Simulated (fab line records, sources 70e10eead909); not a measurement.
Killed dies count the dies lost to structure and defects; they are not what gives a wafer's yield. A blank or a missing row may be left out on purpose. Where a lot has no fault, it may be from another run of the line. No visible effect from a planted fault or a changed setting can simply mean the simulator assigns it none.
fab line records -- flow nand-harc
[record] lots = 13, wafers = 39, last-day = 25
route steps=1159 shown P_BONDPAD@381 A_START@389 A_ZERO_WELL@403 A_ONON_D1@424 END@1159
lots that met no fault: taken from a fault-free run of the same line
start-h: the number of hours between the record's first day and the start of the first shown wafer of the lot -- wait-h: hours since the lot's step before -- " unchanged from the row above -- L1.1+2: several wafers, shown together as one row -- - either no value or no given start -- * or withheld: withheld -- < > ~ a bound
route shown NAME@n: a module of which the file shows steps, and the number in the route of the first -- usual: average and standard deviation across the fault-free wafers -- same: alike in all rows -- chamber/n: place in a boat -- sites: readings site by site -- _std_site: standard deviation of those values -- _edge_site: outer sites' mean less inner sites' -- radius-mm: how far each site lies from the wafer's centre -- mask NAME#n: copy n -- behind: the last tool/chamber to shape the wafer -- hold: cause of the lot's hold/its duration in hours/its outcome -- device: which transistor (n, p or np) failed to switch -- end of line: the tests these same wafers got at the end of their route -- step lacking rows: just its recipe -- killed: dies lost to structure and defects at the first sort, not the wafer's yield -- map: per-die view of a wafer (x killed, . not killed, _ where there is no die)
set.NAME: setting as actually run; set.NAME@STEP: the setting as run at that earlier step -- model.NAME: the simulator's own value behind a step, which no gauge read
the route's steps for a sample of lots (tables are steps, rows are wafers)
services: when a tool's chamber went out of use (start-h, in hours from the record's first day, below 0 if earlier), for how many hours, and the reason
[[steps]]
[step NHARC_P_BONDPAD_THK_MEAS_20]
[recipe] thk-meas-gauge = xrf
[usual] thk-nm = 161.0/1.4
lot.wafer,tool,chamber,start-h,wait-h,thk-nm
L615.3,film-metro-02,-,123.50,-,159.0
L615.5,film-metro-02,-,123.50,-,160.7
L615.6,film-metro-02,-,123.50,-,161.9
L616.2,film-metro-01,-,141.21,-,161.2
L616.3,film-metro-01,-,141.21,-,161.3
L616.5,film-metro-01,-,141.21,-,162.1
L618.2,film-metro-02,-,143.37,-,162.9
L618.3,film-metro-02,-,143.37,-,159.3
L618.5,film-metro-02,-,143.37,-,161.3
L619.2,film-metro-02,-,164.90,-,161.1
L619.3,film-metro-02,-,164.90,-,159.4
L619.6,film-metro-02,-,164.90,-,162.4
L620.1,film-metro-02,-,165.62,-,161.4
L620.4,film-metro-02,-,165.62,-,160.6
L620.6,film-metro-02,-,165.62,-,162.6
L622.1,film-metro-02,-,180.26,-,161.8
L622.4,film-metro-02,-,180.26,-,159.3
L622.6,film-metro-02,-,180.26,-,159.9
L623.2,film-metro-01,-,186.63,-,160.6
L623.3,film-metro-01,-,186.63,-,159.2
L623.4,film-metro-01,-,186.63,-,159.0
L624.1,film-metro-01,-,187.36,-,159.1
L624.2,film-metro-01,-,187.36,-,158.3
L624.5,film-metro-01,-,187.36,-,159.3
L625.1,film-metro-02,-,192.56,-,159.9
L625.2,film-metro-02,-,192.56,-,159.9
L625.4,film-metro-02,-,192.56,-,158.3
L628.1,film-metro-01,-,207.02,-,162.5
L628.3,film-metro-01,-,207.02,-,161.1
L628.5,film-metro-01,-,207.02,-,162.3
L633.1,film-metro-02,-,238.34,-,161.2
L633.3,film-metro-02,-,238.34,-,164.5
L633.4,film-metro-02,-,238.34,-,163.4
L634.1,film-metro-01,-,238.93,-,160.7
L634.4,film-metro-01,-,238.93,-,159.9
L634.5,film-metro-01,-,238.93,-,160.9
L637.1,film-metro-02,-,261.40,-,161.8
L637.5,film-metro-02,-,261.40,-,163.0
L637.6,film-metro-02,-,261.40,-,163.0
[step NHARC_A_START_INSPECT_01]
[usual] raw-defect-count = 3.6/1.9
lot.wafer,tool,chamber,start-h,wait-h,raw-defect-count
L615.3,defect-inspect-01,-,124.20,-,6
L615.5,defect-inspect-01,-,124.20,-,2
L615.6,defect-inspect-01,-,124.20,-,3
L616.2,defect-inspect-02,-,141.88,-,3
L616.3,defect-inspect-02,-,141.88,-,1
L616.5,defect-inspect-02,-,141.88,-,4
L618.2,defect-inspect-02,-,144.04,-,4
L618.3,defect-inspect-02,-,144.04,-,4
L618.5,defect-inspect-02,-,144.04,-,2
L619.2,defect-inspect-01,-,165.65,-,4
L619.3,defect-inspect-01,-,165.65,-,9
L619.6,defect-inspect-01,-,165.65,-,4
L620.1,defect-inspect-02,-,166.34,-,4
L620.4,defect-inspect-02,-,166.34,-,5
L620.6,defect-inspect-02,-,166.34,-,3
L622.1,defect-inspect-02,-,180.95,-,4
L622.4,defect-inspect-02,-,180.95,-,3
L622.6,defect-inspect-02,-,180.95,-,5
L623.2,defect-inspect-02,-,187.32,-,6
L623.3,defect-inspect-02,-,187.32,-,2
L623.4,defect-inspect-02,-,187.32,-,4
L624.1,defect-inspect-02,-,188.04,-,7
L624.2,defect-inspect-02,-,188.04,-,2
L624.5,defect-inspect-02,-,188.04,-,6
L625.1,defect-inspect-01,-,193.26,-,6
L625.2,defect-inspect-01,-,193.26,-,1
L625.4,defect-inspect-01,-,193.26,-,3
L628.1,defect-inspect-02,-,207.72,-,6
L628.3,defect-inspect-02,-,207.72,-,3
L628.5,defect-inspect-02,-,207.72,-,3
L633.1,defect-inspect-02,-,239.03,-,4
L633.3,defect-inspect-02,-,239.03,-,0
L633.4,defect-inspect-02,-,239.03,-,4
L634.1,defect-inspect-01,-,239.60,-,3
L634.4,defect-inspect-01,-,239.60,-,1
L634.5,defect-inspect-01,-,239.60,-,3
L637.1,defect-inspect-02,-,262.11,-,3
L637.5,defect-inspect-02,-,262.11,-,4
L637.6,defect-inspect-02,-,262.11,-,3
[step NHARC_A_ZERO_WELL_DESCUM_12]
[recipe] time-s = 3, o2-flow-sccm = 200, ar-flow-sccm = 0, bias-power-w = 0, chemistry = O2
[usual] drypump-motor-current-A = 6.1/0.42, oes-product-au = 1.003/0.0075, rf-vpp-V = 57.9/0.88, showerhead-plenum-p-Torr = 1.95/0.078, throttle-valve-pct = 11.311/0.0094
lot.wafer,tool,chamber,start-h,wait-h,drypump-motor-current-A,oes-product-au,rf-hours-counter-h,rf-vpp-V,showerhead-plenum-p-Torr,throttle-valve-pct
L615.3,rie-diel-11,1,125.20,-,5.5,1.003,5,55.1,2.03,11.314
L615.5,rie-diel-11,1,125.20,-,5.4,1.001,-,57.7,2.03,11.329
L615.6,rie-diel-11,2,125.20,-,5.8,1.004,-,57.7,1.86,11.304
L616.3,rie-diel-09,0,142.90,-,5.3,1.012,5,58.8,1.81,11.317
L616.2,rie-diel-09,1,142.90,-,6.5,1.006,5,57.7,2.01,11.319
L616.5,rie-diel-09,0,142.90,-,5.3,1.012,-,57.4,1.81,11.313
L618.3,rie-diel-09,2,145.06,-,5.8,1.010,6,58.1,1.87,11.328
L618.2,rie-diel-09,0,145.06,-,5.3,1.003,5,56.4,1.81,11.307
L618.5,rie-diel-09,2,145.06,-,5.8,1.004,-,57.0,1.87,11.309
L619.2,rie-diel-02,3,166.53,-,5.7,1.001,0,58.8,1.90,11.324
L619.3,rie-diel-02,1,166.53,-,6.7,1.013,0,57.1,1.94,11.315
L619.6,rie-diel-02,3,166.53,-,5.7,0.994,-,57.5,1.90,11.309
L620.4,rie-diel-09,2,167.36,-,5.8,1.005,9,58.1,1.87,11.309
L620.1,rie-diel-09,0,167.36,-,5.3,0.996,8,56.9,1.81,11.308
L620.6,rie-diel-09,1,167.36,-,6.5,1.006,-,60.0,2.01,11.326
L622.1,rie-diel-02,3,181.90,-,5.7,0.997,2,58.2,1.90,11.301
L622.4,rie-diel-02,2,181.90,-,6.2,1.006,2,58.1,1.99,11.307
L622.6,rie-diel-02,0,181.90,-,6.4,1.004,-,58.6,2.07,11.302
L623.4,rie-diel-02,1,188.33,-,6.7,1.016,2,56.9,1.94,11.301
L623.2,rie-diel-02,2,188.33,-,6.2,1.007,2,56.9,1.99,11.315
L623.3,rie-diel-02,0,188.33,-,6.3,1.012,2,57.8,2.07,11.317
L624.1,rie-diel-11,1,189.06,-,5.5,0.996,9,58.2,2.03,11.318
L624.2,rie-diel-11,2,189.06,-,5.8,0.999,8,56.7,1.86,11.300
L624.5,rie-diel-11,0,189.06,-,5.7,0.993,-,57.4,1.85,11.318
L625.4,rie-diel-02,0,194.26,-,6.4,1.005,3,58.5,2.07,11.309
L625.1,rie-diel-02,1,194.26,-,6.7,1.009,3,57.4,1.94,11.309
L625.2,rie-diel-02,2,194.26,-,6.2,1.003,3,58.8,1.99,11.298
L628.1,rie-diel-09,2,208.63,-,5.8,0.997,13,56.8,1.87,11.317
L628.3,rie-diel-09,3,208.63,-,6.3,1.005,12,58.0,2.02,11.308
L628.5,rie-diel-09,1,208.63,-,6.5,1.004,-,58.9,2.01,11.316
L633.3,rie-diel-02,0,240.03,-,6.4,1.007,6,59.8,2.07,11.314
L633.4,rie-diel-02,1,240.03,-,6.7,1.014,5,57.6,1.93,11.309
L633.1,rie-diel-02,2,240.03,-,6.2,1.004,6,57.3,1.99,11.313
L634.4,rie-diel-11,1,240.61,-,5.5,0.988,3,56.4,2.03,11.324
L634.1,rie-diel-11,3,240.61,-,6.4,1.009,3,58.7,1.94,11.326
L634.5,rie-diel-11,1,240.61,-,5.5,0.994,-,57.9,2.03,11.325
L637.1,rie-diel-11,0,263.14,-,5.7,1.007,5,57.0,1.85,11.312
L637.5,rie-diel-11,3,263.14,-,6.4,0.999,-,58.5,1.94,11.313
L637.6,rie-diel-11,0,263.14,-,5.7,0.999,-,57.5,1.85,11.318
[step NHARC_A_ONON_D1_DEP_00]
[recipe] target-thk-a = 10000, n2-flow-sccm = 2750, n2o-flow-sccm = 2000, nh3-flow-sccm = 500, sih4-flow-sccm = 210, temp-c = 400
lot.wafer,tool,chamber,start-h,wait-h
L615.3+5+6,pecvd-onon-02,0,147.86,0.2
L616.2+3+5,pecvd-onon-01,0,164.98,0.1
L618.2+3+5,pecvd-onon-02,0,164.98,0.1
L620.1+4+6,pecvd-onon-03,0,188.77,0.1
L619.2+3+6,pecvd-onon-01,0,188.83,0.1
L622.1+4+6,pecvd-onon-03,0,208.03,0.1
L624.1+2+5,pecvd-onon-02,0,208.03,0.1
L623.2+3+4,pecvd-onon-01,0,208.31,0.3
L625.1+2+4,pecvd-onon-01,0,216.76,0.1
L628.1+3+5,pecvd-onon-01,0,232.46,0.1
L634.1+4+5,pecvd-onon-02,0,260.88,0.1
L633.1+3+4,pecvd-onon-03,0,260.90,0.1
L637.1+5+6,pecvd-onon-03,0,284.90,0.1
[step NHARC_A_ONON_D1_THK_MEAS_02]
[recipe] thk-meas-gauge = ellipsometry
[usual] thk-nm = 1000/6.3
lot.wafer,tool,chamber,start-h,wait-h,thk-nm
L615.3,film-metro-02,-,148.26,-,999
L615.5,film-metro-02,-,148.26,-,998
L615.6,film-metro-02,-,148.26,-,997
L618.2,film-metro-01,-,165.43,-,990
L618.3,film-metro-01,-,165.43,-,991
L618.5,film-metro-01,-,165.43,-,990
L616.2,film-metro-02,-,165.43,-,1007
L616.3,film-metro-02,-,165.43,-,1007
L616.5,film-metro-02,-,165.43,-,1007
L619.2,film-metro-01,-,189.28,-,1002
L619.3,film-metro-01,-,189.28,-,1002
L619.6,film-metro-01,-,189.28,-,1001
L620.1,film-metro-02,-,189.28,-,994
L620.4,film-metro-02,-,189.28,-,994
L620.6,film-metro-02,-,189.28,-,992
L622.1,film-metro-01,-,208.54,-,996
L622.4,film-metro-01,-,208.54,-,994
L622.6,film-metro-01,-,208.54,-,993
L624.1,film-metro-02,-,208.54,-,1005
L624.2,film-metro-02,-,208.54,-,1006
L624.5,film-metro-02,-,208.54,-,1003
L623.2,film-metro-02,-,208.76,-,994
L623.3,film-metro-02,-,208.76,-,995
L623.4,film-metro-02,-,208.76,-,995
L625.1,film-metro-01,-,217.27,-,1001
L625.2,film-metro-01,-,217.27,-,1001
L625.4,film-metro-01,-,217.27,-,1682
L628.1,film-metro-01,-,233.00,-,1001
L628.3,film-metro-01,-,233.00,-,1002
L628.5,film-metro-01,-,233.00,-,1685
L634.1,film-metro-02,-,261.39,-,997
L634.4,film-metro-02,-,261.39,-,996
L634.5,film-metro-02,-,261.39,-,996
L633.1,film-metro-01,-,261.41,-,1001
L633.3,film-metro-01,-,261.41,-,1001
L633.4,film-metro-01,-,261.41,-,1002
L637.1,film-metro-02,-,285.42,-,1001
L637.5,film-metro-02,-,285.42,-,1000
L637.6,film-metro-02,-,285.42,-,1001
[step NHARC_END_SORT_01]
[recipe] temp-c = 25
[usual] killed-at-array = 28/8.9, killed-at-other = 0.8/1.2, killed-at-periphery = 3.3/2.3, killed-dies = 32/9.4, killed-open = 3.2/1.8, killed-short = 1.9/1.4
[same] gross-dies = 677
lot.wafer,tool,chamber,start-h,wait-h,killed-at-array,killed-at-other,killed-at-periphery,killed-dies,killed-open,killed-short
L622.1,prober-02,0,494.77,2.5,23,0,4,27,2,5
L622.4,prober-02,0,497.17,3.4,28,0,7,35,5,2
L622.6,prober-02,0,498.78,4.0,17,0,3,20,5,0
L625.1,prober-01,0,502.72,2.5,39,1,5,45,4,1
L625.2,prober-01,0,503.53,2.8,36,0,3,39,4,0
L625.4,prober-01,0,505.16,3.5,671,1,5,677,5,4
L628.1,prober-02,0,518.27,2.5,32,1,2,35,6,2
L628.3,prober-02,0,519.85,3.1,26,3,1,30,3,2
L628.5,prober-02,0,521.44,3.7,675,1,1,677,2,3
// killed by level:class
L622.1 A_CHANNEL_HOLE_D1:chamber-film-flake=17 P_GATE:geometric-particle:short=1 P_CONTACT:geometric-particle:open=1 A_ONON_D1:geometric-particle:short=1 A_CHANNEL_HOLE_D1:geometric-particle:short=1 A_CHANNEL_FILL_D1:geometric-particle:short=1 A_WL_FILL:geometric-particle:short=1 A_WL_FILL:geometric-particle:open=1
L622.4 A_CHANNEL_HOLE_D1:chamber-film-flake=17 A_STAIRCASE:chamber-film-flake=3 P_CONTACT:geometric-particle:short=2 A_CONTACT:geometric-particle:open=2 A_CONTACT:chamber-film-flake=2 P_M0:geometric-particle:open=1 A_ONON_D1:geometric-particle:open=1 A_WL_FILL:geometric-particle:open=1
L622.6 A_CHANNEL_HOLE_D1:chamber-film-flake=10 P_STI:geometric-particle:open=1 A_CHANNEL_HOLE_D1:geometric-particle:open=1 A_CHANNEL_FILL_D1:geometric-particle:open=1 A_WL_FILL:geometric-particle:open=1 A_CONTACT:geometric-particle:open=1 P_ZERO_WELL:chamber-film-flake=1 P_M0:chamber-film-flake=1
L625.1 A_CHANNEL_HOLE_D1:chamber-film-flake=14 A_SLIT:chamber-film-flake=14 A_STAIRCASE:chamber-film-flake=4 A_CONTACT:chamber-film-flake=4 P_GATE:chamber-film-flake=2 P_CONTACT:geometric-particle:open=1 P_M0:geometric-particle:short=1 A_CONTACT:geometric-particle:open=1
L625.2 A_SLIT:chamber-film-flake=13 A_CHANNEL_HOLE_D1:chamber-film-flake=12 A_STAIRCASE:chamber-film-flake=5 A_CONTACT:chamber-film-flake=3 P_GATE:geometric-particle:open=1 A_ONON_D1:geometric-particle:open=1 A_CHANNEL_HOLE_D1:geometric-particle:open=1 A_CONTACT:geometric-particle:open=1
L625.4 A_ONON_D1:area-dep=630 A_CHANNEL_HOLE_D1:chamber-film-flake=16 A_SLIT:chamber-film-flake=8 A_STAIRCASE:chamber-film-flake=7 A_CONTACT:chamber-film-flake=4 P_STI:geometric-particle:short=1 P_M0:geometric-particle:short=1 A_SGD_CUT:geometric-particle:open=1
L628.1 A_CHANNEL_HOLE_D1:chamber-film-flake=18 A_CONTACT:chamber-film-flake=4 A_CONTACT:geometric-particle:open=2 A_STAIRCASE:chamber-film-flake=2 P_M0:geometric-particle:open=1 A_ONON_D1:geometric-particle:short=1 A_CHANNEL_FILL_D1:geometric-particle:short=1 A_STAIRCASE:geometric-particle:open=1
L628.3 A_CHANNEL_HOLE_D1:chamber-film-flake=13 A_CONTACT:chamber-film-flake=4 A_STAIRCASE:chamber-film-flake=3 THIN_TSV:chamber-film-flake=3 A_WL_FILL:chamber-film-flake=2 P_M0:geometric-particle:short=1 A_SOURCE_PLATE:geometric-particle:short=1 A_WL_FILL:geometric-particle:open=1
L628.5 A_ONON_D1:area-dep=640 A_CHANNEL_HOLE_D1:chamber-film-flake=18 A_CONTACT:chamber-film-flake=6 A_STAIRCASE:chamber-film-flake=5 A_CHANNEL_FILL_D1:geometric-particle:short=2 A_ONON_D1:geometric-particle:short=1 A_CHANNEL_FILL_D1:geometric-particle:open=1 A_M0:geometric-particle:open=1
[[services]]
tool,chamber,start-h,hours,kind
rie-diel-02,0,105.35,-,clean
rie-diel-02,1,105.35,-,clean
rie-diel-02,2,105.35,-,clean
rie-diel-02,3,105.35,-,clean
pecvd-onon-02,-,111.22,13.0,pm
rie-diel-02,0,129.87,-,clean
rie-diel-02,1,129.87,-,clean
rie-diel-02,2,129.87,-,clean
rie-diel-09,3,133.14,12.4,repair
rie-diel-02,-,150.70,9.0,pm
pecvd-onon-03,-,153.00,13.0,pm
rie-diel-09,3,158.50,1.9,repair
rie-diel-11,1,177.06,3.2,repair
rie-diel-11,-,189.50,9.0,pm
pecvd-onon-01,-,195.25,13.0,pm
rie-diel-11,1,199.61,6.7,repair
rie-diel-02,1,202.69,7.0,repair
rie-diel-09,2,219.44,1.2,repair
rie-diel-09,1,225.76,2.8,repair
rie-diel-09,0,227.51,3.9,repair
rie-diel-02,0,252.50,6.4,repair
rie-diel-09,-,254.10,9.0,pm
rie-diel-11,2,261.12,4.6,repair
pecvd-onon-02,-,266.50,2.6,repair
[[key]]
[first-sign] step = NHARC_A_ONON_D1_THK_MEAS_02, reading = thk-nm, direction = up, sigmas = 99+, usual = 1000, struck = 1683
[effect] step = NHARC_END_SORT_01, reading = killed-at-array, direction = up, sigmas = 72, usual = 28, struck = 673
[more-kills-born-at] NHARC_A_ONON_D1_DEP_00@pecvd-onon-01 = 1270
met-at NHARC_A_ONON_D1_DEP_00
struck-lots L625,L628
struck-wafers L625.4,L628.5
later-rows-left-out L625.4,L628.5
tester-left-out L625,L628
not-acting-at NHARC_P_BONDPAD_THK_MEAS_20,NHARC_A_START_INSPECT_01,NHARC_A_ZERO_WELL_DESCUM_12
onset-between 208.31 216.76
[fault] kind = process-parameter-drift, tool = pecvd-onon-01, chamber = -, onset-h = 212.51, steps = NHARC_A_ONON_D1_DEP_00, channel = target-thk-a, offset = *, shape = step, end-h = 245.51, scope = struck-wafers-only, acts-in = *, stated = *
// tester-left-out: of these lots the tester's yield and bins aren't shown, on N5 and GAA mostly nor the transistor test; their killed dies are dies lost to structure and defects alone, not to doping, threshold or leakage, so they don't give the yield
// later-rows-left-out: the simulator's readings of these wafers behind a module that went badly wrong aren't trusted and aren't shown, but for the sort
